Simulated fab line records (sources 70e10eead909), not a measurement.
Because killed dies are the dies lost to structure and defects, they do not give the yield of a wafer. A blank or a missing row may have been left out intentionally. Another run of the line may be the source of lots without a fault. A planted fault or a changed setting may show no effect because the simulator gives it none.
fab line records	flow nandHarc
record: lots: 10	wafers: 30	lastDay: 25
route steps=1159 shown A_ONON_D1@443 A_CHANNEL_HOLE_D1@477 A_CHANNEL_FILL_D1@493 END@1159
lots that met no fault: taken from a fault-free run of the same line
startH: hours from the record's opening day to when the first of the lot's shown wafers began	waitH: hours from the lot's prior step to this one	" repeats the value in the row above	L1.1+2: a single row standing in for several wafers	- no value, or no start given	* or withheld: withheld	< > ~ a bound
route shown NAME@n: names a module that has steps shown in the file, with the first one's number in the route	usual: mean/standard deviation of fault-free wafers	same: alike in all rows	chamber/n: place in a boat	sites: each site's reading	_std_site: their standard deviation	_edge_site: the outer-site mean with the inner-site mean subtracted	radiusMm: how far each site lies from the wafer's centre	mask NAME#n: copy n	behind: tool/chamber where the wafer was last shaped	hold: reason for holding the lot/hours on hold/outcome of the hold	device: which transistor (n, p or np) failed to switch	end of line: tests run on the same wafers once the route is complete	a step without rows: its recipe alone	killed: at the first sort, the dies lost to defects and structure; wafer yield is something else	map: shows each die of a wafer: x if killed, . if not, _ if none is there
set.NAME: the setting the step ran with; set.NAME@STEP: the setting that earlier step ran with	model.NAME: the simulator's own value behind a step, which no gauge read
route steps across a sampled set of lots; one table per step, one row per wafer
services: a tool's chamber out of use, with start hour (startH, from the record's first day; less than 0 if before it), hours out, and reason
== steps ==
step: NHARC_A_ONON_D1_THK_MEAS_27
recipe: thkMeasGauge: ellipsometry
usual: thkNm: 1002/10
lot.wafer	tool	chamber	startH	waitH	thkNm
L116.2	filmMetro-01	-	216.57	-	1021
L116.4	"	-	"	"	1021
L116.5	"	-	"	"	1021
L118.1	filmMetro-02	-	216.57	-	976
L118.2	"	-	"	"	975
L118.5	"	-	"	"	976
L113.1	filmMetro-01	-	216.71	-	1014
L113.2	"	-	"	"	1013
L113.6	"	-	"	"	1015
L122.1	filmMetro-02	-	240.68	-	996
L122.3	"	-	"	"	995
L122.4	"	-	"	"	997
L121.2	filmMetro-02	-	247.32	-	999
L121.3	"	-	"	"	999
L121.4	"	-	"	"	997
L123.2	filmMetro-02	-	262.80	-	993
L123.4	"	-	"	"	990
L123.5	"	-	"	"	992
L125.1	filmMetro-02	-	266.43	-	1019
L125.4	"	-	"	"	1019
L125.5	"	-	"	"	1018
L124.2	filmMetro-01	-	266.44	-	1000
L124.4	"	-	"	"	1000
L124.5	"	-	"	"	1002
L128.1	filmMetro-01	-	287.38	-	1001
L128.2	"	-	"	"	1002
L128.5	"	-	"	"	1001
L131.2	filmMetro-02	-	307.95	-	998
L131.4	"	-	"	"	998
L131.6	"	-	"	"	996
step: NHARC_A_CHANNEL_HOLE_D1_ETCH_25
recipe: biasV: 5000	sourceW: withheld	pressureMtorr: 20	timeS: 1040.2	arFlowSccm: 375	c4f8FlowSccm: 93.8	o2FlowSccm: 31.2	tempC: -20	targetDepthA: 15000	chemistry: C4F8/O2/Ar
usual: c4f8FlowSccm: 93.81/0.28	chamberPressureMTorr: 20.000/0.017	drypumpMotorCurrentA: 5.4/0.32	escClampCurrentUA: 0.0210/0.00044	heBacksideLeakSccm: 5.8/0.54	o2FlowSccm: 31.19/0.09	showerheadPlenumPTorr: 3.79/0.076	throttleValvePct: 32.235/0.0088
lot.wafer	tool	chamber	startH	waitH	c4f8FlowSccm	chamberPressureMTorr	drypumpMotorCurrentA	escClampCurrentUA	heBacksideLeakSccm	o2FlowSccm	rfHoursCounterH	showerheadPlenumPTorr	throttleValvePct
L118.2	harEtch-01	1	224.63	0.6	-	-	-	-	-	-	-	-	-
L118.1	"	0	"	"	-	-	-	-	-	-	-	-	-
L118.5	"	1	"	"	-	-	-	-	-	-	-	-	-
L116.2	harEtch-02	0	224.81	0.6	-	-	-	-	-	-	-	-	-
L116.4	"	0	"	"	-	-	-	-	-	-	-	-	-
L116.5	"	0	"	"	-	-	-	-	-	-	-	-	-
L113.1	harEtch-01	0	228.82	0.6	-	-	-	-	-	-	-	-	-
L113.2	"	1	"	"	-	-	-	-	-	-	-	-	-
L113.6	"	1	"	"	-	-	-	-	-	-	-	-	-
L122.1	harEtch-01	0	250.54	0.7	94.13	19.962	5.7	0.0210	5.9	31.22	219	3.80	32.230
L122.4	"	1	"	"	93.49	20.000	5.7	0.0218	6.7	31.23	-	3.64	32.254
L122.3	"	0	"	"	93.71	20.014	5.6	0.0210	5.6	31.37	-	3.80	32.246
L121.2	harEtch-02	1	255.66	0.7	93.98	20.012	5.0	0.0210	5.9	31.14	141	3.85	32.221
L121.3	"	0	"	"	93.95	19.983	5.5	0.0204	5.4	31.32	-	3.80	32.233
L121.4	"	1	"	"	94.18	19.997	5.0	0.0211	5.9	31.29	-	3.85	32.229
L123.2	harEtch-02	0	270.77	0.6	93.87	19.990	5.5	0.0205	5.1	31.14	145	3.80	32.229
L123.4	"	1	"	"	94.10	20.006	4.9	0.0210	5.7	31.29	-	3.85	32.236
L123.5	"	1	"	"	94.45	19.993	4.9	0.0210	5.8	31.30	-	3.85	32.250
L125.1	harEtch-01	0	276.73	0.6	94.09	20.015	5.7	0.0210	6.2	31.16	230	3.80	32.227
L125.4	"	1	"	"	93.60	20.033	5.8	0.0217	6.8	31.13	-	3.63	32.254
L125.5	"	1	"	"	93.87	20.013	5.7	0.0218	6.8	31.14	-	3.63	32.242
L124.2	harEtch-02	1	277.38	0.6	93.77	20.019	5.0	0.0211	5.8	31.13	151	3.84	32.244
L124.4	"	1	"	"	94.11	20.039	5.0	0.0210	6.0	31.12	-	3.84	32.233
L124.5	"	1	"	"	94.11	19.971	4.9	0.0210	5.8	31.11	-	3.84	32.236
L128.1	harEtch-02	1	296.10	0.6	93.95	20.009	5.0	0.0210	5.9	31.18	160	3.84	32.247
L128.2	"	0	"	"	93.76	20.023	5.5	0.0205	5.5	31.16	160	3.79	32.239
L128.5	"	0	"	"	93.33	20.008	5.5	0.0205	5.5	31.03	-	3.79	32.244
L131.2	harEtch-02	0	325.61	0.6	93.86	20.017	5.5	0.0205	5.0	31.11	175	3.78	32.230
L131.4	"	1	"	"	93.74	19.995	5.0	0.0211	6.0	31.06	-	3.83	32.231
L131.6	"	1	"	"	93.51	19.987	5.0	0.0210	6.0	31.19	-	3.83	32.231
step: NHARC_A_CHANNEL_HOLE_D1_ETCH_44
recipe: targetDepthA: 1400	overetchA: 140	timeS: 77	ionEnergyEv: 100	cf4FlowSccm: 80	o2FlowSccm: 20	arFlowSccm: 0	rfW: 300	biasW: 100	chemistry: CF4/O2
usual: biasW: 100.0/0.31	cf4FlowSccm: 80.03/0.22	drypumpMotorCurrentA: 5.5/0.46	o2FlowSccm: 19.99/0.059	oes_ar_750_au: 1.000/0.0043	oesProductAu: 1.002/0.0081	rfVppV: 197.5/1.2	showerheadPlenumPTorr: 1.32/0.046	throttleValvePct: 13.397/0.0086
lot.wafer	tool	chamber	startH	waitH	biasW	cf4FlowSccm	drypumpMotorCurrentA	o2FlowSccm	oes_ar_750_au	oesProductAu	rfHoursCounterH	rfVppV	showerheadPlenumPTorr	throttleValvePct
L118.2	rieDiel-12	2	226.46	0.1	100.0	79.87	5.2	19.98	0.998	1.009	1	195.4	1.31	13.397
L118.1	"	0	"	"	99.5	80.42	6.3	20.02	1.002	1.002	1	197.7	1.29	13.400
L118.5	"	3	"	"	100.6	80.32	5.4	19.90	1.000	1.011	-	194.7	1.26	13.392
L116.4	rieDiel-10	1	226.65	0.1	99.6	79.55	5.5	19.94	0.999	0.980	4	198.7	1.32	13.387
L116.2	"	2	"	"	99.7	79.88	5.6	19.93	0.997	0.997	4	196.6	1.30	13.394
L116.5	"	1	"	"	99.9	79.63	5.6	20.02	1.002	0.983	-	198.9	1.32	13.406
L113.2	rieDiel-10	2	230.67	0.1	100.0	80.23	5.7	19.92	1.005	0.999	4	197.5	1.30	13.411
L113.1	"	0	"	"	100.1	79.80	5.3	20.04	0.993	1.003	5	196.6	1.27	13.411
L113.6	"	3	"	"	100.0	79.86	5.1	20.01	1.000	1.005	-	197.5	1.37	13.398
L122.3	rieDiel-12	1	252.23	0.1	99.9	80.13	4.9	20.04	1.010	0.995	2	197.7	1.35	13.391
L122.4	"	2	"	"	99.7	80.07	5.2	20.00	0.998	1.006	3	197.1	1.31	13.386
L122.1	"	3	"	"	100.5	80.06	5.4	19.96	0.999	0.994	3	195.5	1.26	13.395
L121.2	rieDiel-10	1	257.35	0.1	99.6	80.21	5.5	19.99	0.995	0.981	6	198.2	1.32	13.396
L121.4	"	2	"	"	100.3	80.34	5.7	19.97	0.998	1.000	6	196.2	1.30	13.400
L121.3	"	3	"	"	99.8	79.66	5.1	19.98	0.996	1.012	7	198.9	1.37	13.402
L123.2	rieDiel-12	0	272.60	0.0	99.9	79.83	6.3	20.01	1.000	1.004	3	196.9	1.29	13.390
L123.4	"	3	"	"	100.4	79.88	5.4	20.03	0.999	1.011	3	196.5	1.26	13.386
L123.5	"	0	"	"	99.5	79.91	6.3	19.96	1.002	1.009	-	197.4	1.29	13.396
L125.1	rieDiel-10	0	278.56	0.1	99.7	80.30	5.3	20.06	0.995	1.017	8	196.7	1.27	13.405
L125.4	"	1	"	"	99.7	80.22	5.5	19.93	0.998	0.991	7	197.5	1.32	13.391
L125.5	"	0	"	"	99.6	80.30	5.3	20.09	1.006	1.015	-	197.4	1.27	13.379
L124.4	rieDiel-12	1	279.21	0.1	100.7	80.17	4.9	20.06	0.993	1.002	4	199.6	1.35	13.394
L124.2	"	2	"	"	100.2	80.19	5.2	20.02	0.999	1.008	4	198.1	1.31	13.385
L124.5	"	1	"	"	100.2	80.21	4.9	19.97	1.003	1.014	-	198.3	1.35	13.390
L128.1	rieDiel-12	1	297.93	0.0	100.1	80.12	4.9	19.99	1.004	1.002	5	198.8	1.35	13.402
L128.2	"	2	"	"	100.1	79.96	5.2	20.10	0.993	0.995	5	198.5	1.31	13.395
L128.5	"	2	"	"	99.9	80.00	5.2	20.04	0.999	1.002	-	195.4	1.31	13.410
L131.4	rieDiel-10	3	327.45	0.1	99.6	79.90	5.1	20.04	0.998	1.009	12	199.8	1.37	13.401
L131.2	"	0	"	"	100.2	80.39	5.3	19.91	1.004	1.006	12	196.0	1.27	13.394
L131.6	"	1	"	"	99.9	80.05	5.5	20.01	1.003	0.986	-	197.0	1.32	13.398
step: NHARC_A_CHANNEL_HOLE_D1_CD_MEAS_30
usual: cdNm: 89.6/1.2
lot.wafer	tool	chamber	startH	waitH	cdNm
L118.1	cdSem-01	-	227.25	-	-0.2
L118.2	"	-	"	"	-0.4
L118.5	"	-	"	"	0.1
L116.2	cdSem-03	-	227.44	-	-0.2
L116.4	"	-	"	"	1.4
L116.5	"	-	"	"	1.7
L113.1	cdSem-03	-	231.49	-	-0.1
L113.2	"	-	"	"	0.0
L113.6	"	-	"	"	-0.6
L122.1	cdSem-03	-	253.02	-	91.0
L122.3	"	-	"	"	90.5
L122.4	"	-	"	"	90.3
L121.2	cdSem-02	-	258.15	-	90.5
L121.3	"	-	"	"	91.4
L121.4	"	-	"	"	90.5
L123.2	cdSem-03	-	273.39	-	89.5
L123.4	"	-	"	"	89.5
L123.5	"	-	"	"	88.7
L125.1	cdSem-01	-	279.35	-	87.6
L125.4	"	-	"	"	89.2
L125.5	"	-	"	"	87.6
L124.2	cdSem-03	-	280.00	-	87.0
L124.4	"	-	"	"	87.7
L124.5	"	-	"	"	87.7
L128.1	cdSem-02	-	298.73	-	89.2
L128.2	"	-	"	"	88.8
L128.5	"	-	"	"	87.7
L131.2	cdSem-01	-	328.24	-	89.1
L131.4	"	-	"	"	90.6
L131.6	"	-	"	"	91.7
step: NHARC_A_CHANNEL_HOLE_D1_XSEM_31
recipe: landingEnergyEv: 35000
usual: botCdNm: 74.1/1.3	bowNm: 8.7/0.42	tiltDeg: 0.05/0.04
lot.wafer	tool	chamber	startH	waitH	botCdNm	bowNm	tiltDeg
L118.1	xsem-02	0	227.36	0.1	0.0	1.1	0.03
L118.2	"	0	"	"	0.0	1.1	0.03
L118.5	"	0	"	"	0.0	1.1	0.03
L116.2	xsem-01	0	227.53	0.1	0.4	0.0	0.00
L116.4	"	0	"	"	2.0	0.0	0.00
L116.5	"	0	"	"	2.3	0.0	0.00
L113.1	xsem-02	0	231.58	0.1	0.0	0.9	0.02
L113.2	"	0	"	"	0.0	0.9	0.02
L113.6	"	0	"	"	0.0	0.9	0.03
L122.1	xsem-01	0	253.11	0.1	74.7	9.4	0.01
L122.3	"	0	"	"	73.6	9.4	0.01
L122.4	"	0	"	"	73.9	9.5	0.01
L121.2	xsem-02	0	258.25	0.1	75.4	9.0	0.08
L121.3	"	0	"	"	76.5	9.2	0.08
L121.4	"	0	"	"	75.7	9.1	0.08
L123.2	xsem-02	0	273.49	0.1	73.4	8.9	0.05
L123.4	"	0	"	"	73.5	8.9	0.05
L123.5	"	0	"	"	72.3	9.0	0.05
L125.1	xsem-01	0	279.44	0.1	72.8	8.2	0.03
L125.4	"	0	"	"	73.5	8.2	0.03
L125.5	"	0	"	"	72.8	8.2	0.03
L124.2	xsem-02	0	280.09	0.1	72.0	8.2	0.06
L124.4	"	0	"	"	72.7	8.2	0.06
L124.5	"	0	"	"	73.2	8.2	0.06
L128.1	xsem-01	0	298.82	0.1	73.9	8.7	-0.06
L128.2	"	0	"	"	73.6	8.7	-0.06
L128.5	"	0	"	"	72.3	8.7	-0.06
L131.2	xsem-01	0	328.32	0.1	72.7	9.2	0.07
L131.4	"	0	"	"	74.5	9.3	0.07
L131.6	"	0	"	"	75.5	9.2	0.07
step: NHARC_A_CHANNEL_FILL_D1_ALD_03
recipe: targetThkA: 60	pulseTimeS: 60	aldCycles: 58	tempC: 630	pressureTorr: 2	material: SiNx
usual: precursorPulseHeightRel: 0.999/0.02
lot.wafer	tool	chamber	startH	waitH	precursorPulseHeightRel
L122.1	aldSinBatch-01	0	-	-	1.018
L122.3	"	0	"	"	0.993
L122.4	"	0	"	"	1.011
L121.2	aldSinBatch-02	0	-	-	1.023
L121.3	"	0	"	"	1.000
L121.4	"	0	"	"	0.997
L123.2	aldSinBatch-03	0	-	-	1.024
L123.4	"	0	"	"	0.972
L123.5	"	0	"	"	1.000
L124.2	aldSinBatch-01	0	-	-	0.966
L124.4	"	0	"	"	1.027
L124.5	"	0	"	"	1.042
L125.1	aldSinBatch-01	0	-	-	1.012
L125.4	"	0	"	"	1.013
L125.5	"	0	"	"	0.989
L128.1	aldSinBatch-01	0	-	-	0.976
L128.2	"	0	"	"	0.999
L128.5	"	0	"	"	1.012
L131.2	aldSinBatch-02	0	-	-	1.006
L131.4	"	0	"	"	1.019
L131.6	"	0	"	"	0.986
step: NHARC_END_SORT_01
recipe: tempC: 25
usual: killedAtArray: 26/10	killedAtOther: 0.8/1.1	killedAtPeriphery: 3.3/2.6	killedDies: 30/11	killedOpen: 3.4/1.8	killedShort: 2.0/1.3
same: grossDies: 677
lot.wafer	tool	chamber	startH	waitH	killedAtArray	killedAtOther	killedAtPeriphery	killedDies	killedOpen	killedShort
L116.2	prober-02	0	490.33	2.8	672	0	5	677	7	1
L116.4	prober-02	0	491.94	3.4	673	0	4	677	3	2
L116.5	prober-02	0	492.75	3.7	674	0	3	677	4	2
L113.1	prober-02	0	498.98	2.5	675	0	2	677	0	0
L113.2	prober-02	0	499.79	2.8	672	1	4	677	2	4
L113.6	prober-02	0	503.02	4.0	674	0	3	677	3	3
L118.1	prober-01	0	506.81	2.5	674	0	3	677	4	3
L118.2	prober-01	0	507.61	2.8	674	0	3	677	3	3
L118.5	prober-01	0	509.99	3.7	675	1	1	677	5	3
killed by level:class
L116.2 A_CHANNEL_HOLE_D1:areaEtch=651 A_STAIRCASE:chamberFilmFlake=8 A_CHANNEL_HOLE_D1:chamberFilmFlake=5 A_CONTACT:chamberFilmFlake=3 P_CONTACT:geometricParticle:open=2 P_GATE:geometricParticle:open=1 P_M0:geometricParticle:open=1 A_CHANNEL_HOLE_D1:geometricParticle:short=1
L116.4 A_CHANNEL_HOLE_D1:areaEtch=654 A_STAIRCASE:chamberFilmFlake=5 P_ZERO_WELL:chamberFilmFlake=3 A_CHANNEL_HOLE_D1:chamberFilmFlake=3 A_CONTACT:geometricParticle:open=2 A_SLIT:chamberFilmFlake=2 A_CONTACT:chamberFilmFlake=2 P_CONTACT:geometricParticle:short=1
L116.5 A_CHANNEL_HOLE_D1:areaEtch=652 A_STAIRCASE:chamberFilmFlake=6 A_CHANNEL_HOLE_D1:chamberFilmFlake=3 A_CONTACT:chamberFilmFlake=3 A_WL_FILL:geometricParticle:open=2 P_ZERO_WELL:chamberFilmFlake=2 A_ZERO_WELL:chamberFilmFlake=2 P_CONTACT:geometricParticle:open=1
L113.1 A_CHANNEL_HOLE_D1:areaEtch=653 A_SLIT:chamberFilmFlake=11 A_CHANNEL_HOLE_D1:chamberFilmFlake=5 A_STAIRCASE:chamberFilmFlake=3 A_CONTACT:chamberFilmFlake=2 P_M1:chamberFilmFlake=1 P_ZERO_WELL:chamberFilmFlake=1 A_CHANNEL_FILL_D1:chamberFilmFlake=1
L113.2 A_CHANNEL_HOLE_D1:areaEtch=631 A_SLIT:chamberFilmFlake=13 A_CHANNEL_HOLE_D1:chamberFilmFlake=11 A_CONTACT:chamberFilmFlake=5 A_STAIRCASE:chamberFilmFlake=4 A_CONTACT:geometricParticle:short=3 P_ZERO_WELL:chamberFilmFlake=2 A_CHANNEL_FILL_D1:chamberFilmFlake=2
L113.6 A_CHANNEL_HOLE_D1:areaEtch=645 A_SLIT:chamberFilmFlake=14 A_CHANNEL_HOLE_D1:chamberFilmFlake=6 A_STAIRCASE:chamberFilmFlake=3 A_CONTACT:chamberFilmFlake=2 P_CONTACT:geometricParticle:open=1 P_M0:geometricParticle:open=1 A_WL_FILL:geometricParticle:open=1
L118.1 A_CHANNEL_HOLE_D1:areaEtch=646 A_SLIT:chamberFilmFlake=12 A_CHANNEL_HOLE_D1:chamberFilmFlake=5 A_STAIRCASE:chamberFilmFlake=4 P_GATE:geometricParticle:open=2 A_ONON_D1:geometricParticle:short=2 A_CONTACT:chamberFilmFlake=2 A_ONON_D1:geometricParticle:open=1
L118.2 A_CHANNEL_HOLE_D1:areaEtch=642 A_CHANNEL_HOLE_D1:chamberFilmFlake=13 A_STAIRCASE:chamberFilmFlake=9 A_SLIT:chamberFilmFlake=6 P_GATE:geometricParticle:open=1 P_CONTACT:geometricParticle:short=1 A_CHANNEL_HOLE_D1:geometricParticle:short=1 A_CHANNEL_FILL_D1:geometricParticle:open=1
L118.5 A_CHANNEL_HOLE_D1:areaEtch=633 A_SLIT:chamberFilmFlake=17 A_CHANNEL_HOLE_D1:chamberFilmFlake=10 A_STAIRCASE:chamberFilmFlake=4 A_CONTACT:chamberFilmFlake=3 A_WL_FILL:geometricParticle:short=2 A_CONTACT:geometricParticle:open=2 A_ONON_D1:geometricParticle:short=1
== services ==
tool	chamber	startH	hours	kind
rieDiel-12	-	202.40	9.0	pm
rieDiel-12	0	202.40	9.0	ventCycle
rieDiel-12	1	202.40	9.0	ventCycle
rieDiel-12	2	202.40	9.0	ventCycle
rieDiel-12	3	202.40	9.0	ventCycle
rieDiel-10	0	210.00	-	clean
rieDiel-10	1	210.00	-	clean
rieDiel-10	2	210.00	-	clean
rieDiel-10	3	210.00	-	clean
rieDiel-12	0	211.40	-	clean
rieDiel-12	1	211.40	-	clean
rieDiel-12	2	211.40	-	clean
rieDiel-12	3	211.40	-	clean
rieDiel-10	0	234.62	-	clean
rieDiel-10	1	234.62	-	clean
rieDiel-10	1	270.01	4.2	repair
rieDiel-10	2	294.88	3.2	repair
xsem-02	-	302.00	14.0	pm
harEtch-01	-	305.00	17.0	pm
rieDiel-12	-	305.33	2.6	repair
harEtch-02	-	308.63	4.1	repair
aldSinBatch-03	-	314.00	26.0	pm
rieDiel-12	2	318.00	127.4	repair
rieDiel-10	1	322.32	3.0	repair
== key ==
firstSign: step: NHARC_A_CHANNEL_HOLE_D1_ETCH_25	reading: toolRecord	direction: missing
effect: step: NHARC_A_CHANNEL_HOLE_D1_CD_MEAS_30	reading: cdNm	direction: down	sigmas: 73	usual: 89.6	struck: 0.2
effect: step: NHARC_A_CHANNEL_HOLE_D1_XSEM_31	reading: botCdNm	direction: down	sigmas: 57	usual: 74.1	struck: 0.5
effect: step: NHARC_END_SORT_01	reading: killedAtArray	direction: up	sigmas: 62	usual: 26	struck: 674
moreKillsBornAt: NHARC_A_CHANNEL_HOLE_D1_ETCH_25@harEtch-01: 3850	NHARC_A_CHANNEL_HOLE_D1_ETCH_25@harEtch-02: 1957
metAt NHARC_A_CHANNEL_HOLE_D1_ETCH_25
struckLots L113,L116,L118
laterRowsLeftOut L113.1,L113.2,L113.6,L116.2,L116.4,L116.5,L118.1,L118.2,L118.5
testerLeftOut L113,L116,L118
notActingAt NHARC_A_ONON_D1_THK_MEAS_27,NHARC_A_CHANNEL_HOLE_D1_ETCH_44,NHARC_A_CHANNEL_FILL_D1_ALD_03
fault: kind: skippedStepWhole	tool: harEtch-01,harEtch-02	chamber: -	onsetH: 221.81	steps: NHARC_A_CHANNEL_HOLE_D1_ETCH_25	scope: struckLotsOnly
testerLeftOut: of these lots the tester's yield and bins aren't shown, on N5 and GAA mostly nor the transistor test; their killed dies are dies lost to structure and defects alone, not to doping, threshold or leakage, so they don't give the yield
laterRowsLeftOut: the simulator's readings of these wafers behind a module that went badly wrong aren't trusted and aren't shown, but for the sort
